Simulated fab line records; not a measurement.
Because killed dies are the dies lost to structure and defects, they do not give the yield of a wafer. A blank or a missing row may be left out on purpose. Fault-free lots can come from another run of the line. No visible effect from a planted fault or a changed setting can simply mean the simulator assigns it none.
Chamber matching + flow n5Finfet + 4 sister chambers for N5_BEOL_M4_DESCUM_33 on rieDiel-05
The step chemistry O2, time 7 s. 18 wafers are shown with their chamber, then 9 later ones without.

## EACH WAFER AND ITS CHAMBER
| wafer  | chamber | drypumpMotorCurrentA (A) | showerheadPlenumPTorr (Torr) | throttleValvePct (%) |
|--------|---------|--------------------------|------------------------------|----------------------|
| L074.3 | 3       | 5.4                      | 2.23                         | 20.36                |
| L074.5 | 3       | 5.5                      | 2.23                         | 20.37                |
| L074.6 | 2       | 4.9                      | 2.17                         | 20.14                |
| L075.3 | 2       | 4.9                      | 2.17                         | 20.14                |
| L075.4 | 1       | 6.2                      | 2.13                         | 20.61                |
| L075.6 | 0       | 5.5                      | 2.11                         | 20.70                |
| L077.2 | 0       | 5.5                      | 2.11                         | 20.70                |
| L077.5 | 1       | 6.2                      | 2.12                         | 20.60                |
| L077.6 | 0       | 5.5                      | 2.11                         | 20.72                |
| L080.1 | 3       | 5.4                      | 2.23                         | 20.39                |
| L080.2 | 0       | 5.5                      | 2.11                         | 20.71                |
| L080.4 | 1       | 6.2                      | 2.12                         | 20.63                |
| L082.1 | 1       | 6.2                      | 2.12                         | 20.64                |
| L082.2 | 0       | 5.5                      | 2.11                         | 20.72                |
| L082.3 | 3       | 5.5                      | 2.22                         | 20.40                |
| L084.3 | 0       | 5.5                      | 2.10                         | 20.72                |
| L084.4 | 2       | 4.9                      | 2.17                         | 20.19                |
| L084.6 | 2       | 4.9                      | 2.17                         | 20.20                |

SIGNATURES (averages over the wafers above)
| reading               | chamber 0 | chamber 1 | chamber 2 | chamber 3 | scatter within a chamber |
|-----------------------|-----------|-----------|-----------|-----------|--------------------------|
| drypumpMotorCurrentA  | 5.500     | 6.200     | 4.900     | 5.450     | 0.0267                   |
| showerheadPlenumPTorr | 2.1083    | 2.1225    | 2.1700    | 2.2275    | 0.00408                  |
| throttleValvePct      | 20.7117   | 20.6200   | 20.1675   | 20.3800   | 0.0199                   |
Rule: a wafer lies at a distance from a chamber equal to the root of the sum of squares, over the readings, of (its reading less the chamber's mean, divided by the reading's scatter). The wafer belongs to the nearest chamber; if the next one is less than 2 further off, it can't be placed. The scatter: the root of (the sum of the squares of (reading less its chamber's mean) over the shown wafers, divided by (wafers less chambers)).

## WAFERS WITH NO CHAMBER GIVEN
| wafer  | drypumpMotorCurrentA (A) | showerheadPlenumPTorr (Torr) | throttleValvePct (%) |
|--------|--------------------------|------------------------------|----------------------|
| L092.1 | 5.5                      | 2.22                         | 20.42                |
| L092.3 | 6.2                      | 2.11                         | 20.68                |
| L092.4 | 5.5                      | 2.10                         | 20.76                |
| L093.2 | 5.5                      | 2.10                         | 20.76                |
| L093.4 | 4.9                      | 2.16                         | 20.19                |
| L093.5 | 6.2                      | 2.11                         | 20.68                |
| L095.2 | 6.2                      | 2.11                         | 20.68                |
| L095.3 | 5.5                      | 2.10                         | 20.79                |
| L095.5 | 5.5                      | 2.21                         | 20.45                |

## CHAMBER TAKEN BY EACH
| wafer  | from the rows above | in truth |
|--------|---------------------|----------|
| L092.1 | 3                   | 3        |
| L092.3 | 1                   | 1        |
| L092.4 | 0                   | 0        |
| L093.2 | 0                   | 0        |
| L093.4 | 2                   | 2        |
| L093.5 | 1                   | 1        |
| L095.2 | 1                   | 1        |
| L095.3 | 0                   | 0        |
| L095.5 | 3                   | 3        |
Correctly placed: 9 of 9. Number that these rows cannot place: 0. 0 placed wrongly.
